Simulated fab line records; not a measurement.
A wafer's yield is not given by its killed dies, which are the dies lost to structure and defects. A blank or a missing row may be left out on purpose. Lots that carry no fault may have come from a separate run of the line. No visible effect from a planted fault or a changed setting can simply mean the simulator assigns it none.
Which tool is to blame? + flow n5_finfet + 11 lots, 33 wafers sampled, at 1 step of a route of 1938

WHAT THE GAUGES SHOWED, per wafer
N5_BEOL_M8_OCD_MEAS_38. Usual: trench_depth_nm reads 93.5 nm (standard deviation 1.2).
| lot  | measured     | on     | trench_depth_nm (nm) | flag |
|------|--------------|--------|----------------------|------|
| L664 | day 9 14:43  | ocd-01 | 91.4 93.9 92.9       |      |
| L665 | day 9 20:41  | ocd-02 | 96.2 93.6 94.2       |      |
| L668 | day 10 06:30 | ocd-02 | 91.7 93.0 93.0       |      |
| L669 | day 10 10:04 | ocd-02 | 92.4 92.8 94.1       |      |
| L670 | day 11 04:08 | ocd-02 | 91.8 92.9 94.4       |      |
| L672 | day 11 07:44 | ocd-01 | 92.1 92.9 92.8       |      |
| L673 | day 11 20:04 | ocd-01 | 93.5 92.2 92.7       |      |
| L674 | day 11 22:08 | ocd-02 | 95.3 93.4 94.1       |      |
| L676 | day 12 08:32 | ocd-02 | 93.6 92.9 95.0       |      |
| L677 | day 12 17:50 | ocd-02 | 94.1 96.0 94.4       |      |
| L683 | day 14 04:17 | ocd-01 | 92.4 92.8 94.6       |      |

TOOL THAT RAN EACH LOT (tool first, then ch and the chambers of the sampled wafers, then the start)
Record: no process step prior to these readings.

AS READ BY THE TOOLS THEMSELVES (means over the sampled wafers that have a number; for cases with no such wafer, the mark the record gives instead)
The record holds no such reading with a usual standard deviation.

THE ANSWER, worked out from the rows above alone
Rule: a lot is off if the mean of its wafers that have a number lies more than 3 standard deviations from the usual mean. Also off: a lot with no number at a reading for which 4 or more lots have one. Any other lot the step has rows for is counted as sound. After the gauges, taken in route order, come the tools' own readings; for these a lot's mean is taken, as printed above. The first step at which some lot is off is used, and at that step the reading that is off furthest; a lot without a number counts as furthest.
Nothing can be told from this: no lot is off at any reading shown.

WHAT THE SIMULATOR HAD INSERTED
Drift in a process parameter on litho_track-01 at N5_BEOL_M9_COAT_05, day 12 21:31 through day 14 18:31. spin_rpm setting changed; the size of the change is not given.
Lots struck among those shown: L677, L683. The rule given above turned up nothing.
